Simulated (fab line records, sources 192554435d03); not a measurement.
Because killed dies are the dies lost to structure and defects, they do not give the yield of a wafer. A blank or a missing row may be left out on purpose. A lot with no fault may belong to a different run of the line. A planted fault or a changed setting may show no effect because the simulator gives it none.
Chamber matching / flow n5_finfet / ald_metal-04 running N5_BEOL_M6_ALD_77: 4 sister chambers
The step deposits TaN, target thk 2 nm, pulse time 2 s, purge time 3 s. 8 wafers are shown with their chamber, then 7 later ones without.

== WAFERS PAIRED WITH THEIR CHAMBERS ==
wafer=L075.6; chamber=1; heater_power_w (W)=497; susceptor_temp_C (C)=275.02
wafer=L083.2; chamber=3; heater_power_w (W)=349; susceptor_temp_C (C)=275.53
wafer=L083.4; chamber=2; heater_power_w (W)=497; susceptor_temp_C (C)=275.04
wafer=L092.3; chamber=0; heater_power_w (W)=360; susceptor_temp_C (C)=275.25
wafer=L092.4; chamber=3; heater_power_w (W)=350; susceptor_temp_C (C)=274.81
wafer=L092.6; chamber=1; heater_power_w (W)=493; susceptor_temp_C (C)=275.15
wafer=L094.1; chamber=0; heater_power_w (W)=357; susceptor_temp_C (C)=275.35
wafer=L094.2; chamber=2; heater_power_w (W)=477; susceptor_temp_C (C)=275.08

== WAFERS WHOSE CHAMBER IS MISSING ==
wafer=L094.5; heater_power_w (W)=358; susceptor_temp_C (C)=275.02
wafer=L096.2; heater_power_w (W)=488; susceptor_temp_C (C)=275.35
wafer=L096.3; heater_power_w (W)=487; susceptor_temp_C (C)=274.84
wafer=L096.4; heater_power_w (W)=361; susceptor_temp_C (C)=274.94
wafer=L097.2; heater_power_w (W)=359; susceptor_temp_C (C)=275.16
wafer=L097.4; heater_power_w (W)=489; susceptor_temp_C (C)=274.95
wafer=L097.5; heater_power_w (W)=494; susceptor_temp_C (C)=275.08

== THE CHAMBER EACH PASSED THROUGH ==
wafer=L094.5; from the rows above=can't be placed: 0 or 3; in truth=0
wafer=L096.2; from the rows above=can't be placed: 2 or 1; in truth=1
wafer=L096.3; from the rows above=can't be placed: 2 or 1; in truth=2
wafer=L096.4; from the rows above=can't be placed: 0 or 3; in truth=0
wafer=L097.2; from the rows above=can't be placed: 0 or 3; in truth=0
wafer=L097.4; from the rows above=can't be placed: 2 or 1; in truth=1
wafer=L097.5; from the rows above=can't be placed: 1 or 2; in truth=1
Correct placement for 0 of the 7. Cannot be placed on the basis of these rows: 7; the candidates contain the true chamber in 7. 0 placed wrongly.
How it was worked out, from the rows above alone: a wafer's distance from a chamber is the root of the sum, over the readings, of the square of ((its reading less the chamber's mean) divided by the reading's scatter). The wafer belongs to the nearest chamber; if the next one is less than 2 further off, it can't be placed. For every chamber, the mean is computed from those of its wafers that are shown. The scatter is the square root of a quotient: the sum, over the shown wafers, of each reading's squared deviation from its chamber's mean, divided by wafers minus chambers.
